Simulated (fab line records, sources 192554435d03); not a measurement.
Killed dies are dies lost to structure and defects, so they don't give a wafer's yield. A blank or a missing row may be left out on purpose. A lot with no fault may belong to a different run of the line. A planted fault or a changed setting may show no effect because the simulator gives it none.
Split-lot trial | flow n5-finfet | on a route of 1938 steps: 7 lots, 21 wafers read

## ABOUT THE SPLIT
At N5_BEOL_M7_PECVD_70 (deposits SiO2 from TEOS/O2, target thk 20 nm, time 22.7 s), the setting temp-c was moved away from the recipe's 400 C on 6 of the 21 wafers read, by -2.6% to +3.5%. For the rest of the wafers, this setting stayed at what the recipe calls for.

## FROM THE SPLIT TO THE READING: what the file shows between them, 4 steps
- N5_BEOL_M7_TRENCH_ETCH_37: etches SiCOH lowk in C4F6/O2, target depth 93.478 nm, time 31.2 s (also split here: bias-w)
- N5_BEOL_M7_ETCH_41: etches SiCN in CH3F/O2, target depth 31.9 nm, time 57.8 s (also split here: source-w)
- N5_BEOL_M7_STRIP_80: strips in N2/H2, time 10 s
- N5_BEOL_M7_OCD_MEAS_38

## THE READING
SiO2_of_BEOL_M7_PECVD_70.thk-nm (the simulator's own value, which no gauge read), in nm, at N5_BEOL_M7_HM_STRIP_39 (strips TiN in peroxide tin strip, target depth 25 nm, time 158 s). The file does not state a usual value for it. Here, 15 wafers ran the recipe; their average is 19.9 nm with a standard deviation of 0.18 nm.

wafer  | tool, chamber at the split | temp-c as run, C | against the recipe | SiO2_of_BEOL_M7_PECVD_70.thk-nm, nm | against lot-mates on the recipe
L074.1 | pecvd-03, 0,1,1            | 400              | recipe             | 19.8                                | -
L074.2 | pecvd-03, 0,1,1            | 400              | recipe             | 19.8                                | -
L074.5 | pecvd-03, 0,1,1            | 400              | recipe             | 19.8                                | -
L079.1 | pecvd-04, 1,0              | 394.3            | -1.4%              | 20.6                                | no lot-mate on the recipe
L079.5 | pecvd-04, 1,0              | 394.3            | -1.4%              | 20.6                                | no lot-mate on the recipe
L079.2 | pecvd-04, 0                | 394.3            | -1.4%              | 20.4                                | no lot-mate on the recipe
L081.2 | pecvd-01, 0,1,2            | 400              | recipe             | 19.8                                | -
L081.5 | pecvd-01, 0,1,2            | 400              | recipe             | 19.8                                | -
L081.4 | pecvd-01, 0,1,2            | 400              | recipe             | 20                                  | -
L083.4 | pecvd-04, 2,1              | 400              | recipe             | 20                                  | -
L083.5 | pecvd-04, 2,1              | 400              | recipe             | 20.2                                | -
L083.6 | pecvd-04, 0                | 400              | recipe             | 20.2                                | -
L095.1 | pecvd-04, 0,1              | 400              | recipe             | 19.8                                | -
L095.2 | pecvd-04, 0,1              | 400              | recipe             | 19.8                                | -
L095.6 | pecvd-04, 2                | 400              | recipe             | 20                                  | -
L092.1 | pecvd-03, 1                | 400              | recipe             | 19.6                                | -
L092.4 | pecvd-03, 2,0              | 414              | +3.5%              | 18.4                                | -1.2
L092.6 | pecvd-03, 2,0              | 414              | +3.5%              | 18.2                                | -1.4
L094.2 | pecvd-04, 1                | 400              | recipe             | 20.2                                | -
L094.3 | pecvd-04, 0                | 400              | recipe             | 19.8                                | -
L094.4 | pecvd-04, 1                | 389.7            | -2.6%              | 21.8                                | +1.8
When a row names more than one chamber, that row covers several wafers, and the file does not tell which wafer ran in which chamber.

THE FIT
A straight line over all 21 wafers: SiO2_of_BEOL_M7_PECVD_70.thk-nm changes by -0.505 nm for each +1% of temp-c; r = -0.95; the points scatter about the line by 0.22 nm.
The same after taking each lot's own level away (the mean of its wafers on the recipe; 18 wafers): -0.451 nm for each +1%; r = -0.95; scatter 0.2 nm.
Per that fit: largest temp-c move, reading shift of 1.6 nm.
Across the lots, their own levels run from 19.60 to 20.13 nm, a range of 3.0 times the standard deviation given above.
So the slope is not independent of the lot-to-lot level: the two fits are not the same.
Check: -1.73 nm against its lot-mates is what the line predicts for one of the wafers moved furthest among these (+3.5%) when that wafer is left out of the fit. It came out at -1.2 nm against them.

## ADDITIONAL SPLITS CARRIED BY THESE WAFERS
Other splits were also applied to these wafers ahead of the reading. Each is held against what the fit with the lots' levels taken away leaves over:
other split on the same wafers   | wafers away from the commonest value | r with SiO2_of_BEOL_M7_PECVD_70.thk-nm (lot level and that fit taken away)
N5_BEOL_M6_ETCH_62 time-s        | 6                                    | -0.02
N5_BEOL_M7_TRENCH_ETCH_37 bias-w | 5                                    | -0.51
N5_BEOL_M7_ETCH_41 source-w      | 8                                    | +0.32

## THE WHOLE CHAIN: every reading that the file lists as answering this split, in the file's order
step                   | what it does                                                     | reading                                                                          | change (the file's fit)               | r (the file's)
N5_BEOL_M7_PECVD_70    | deposits SiO2 from TEOS/O2, target thk 20 nm, time 22.7 s        | SiO2_of_BEOL_M7_PECVD_70.thk-nm (the simulator's own value, which no gauge read) | -0.505 nm for each +1% of the setting | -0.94
N5_BEOL_M7_HM_STRIP_39 | strips TiN in peroxide tin strip, target depth 25 nm, time 158 s | SiO2_of_BEOL_M7_PECVD_70.thk-nm (the simulator's own value, which no gauge read) | -0.486 nm for each +1% of the setting | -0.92

## THE FILE'S OWN FIT
SiO2_of_BEOL_M7_PECVD_70.thk-nm changes by -0.486 nm for each +1% of temp-c, r = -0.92.
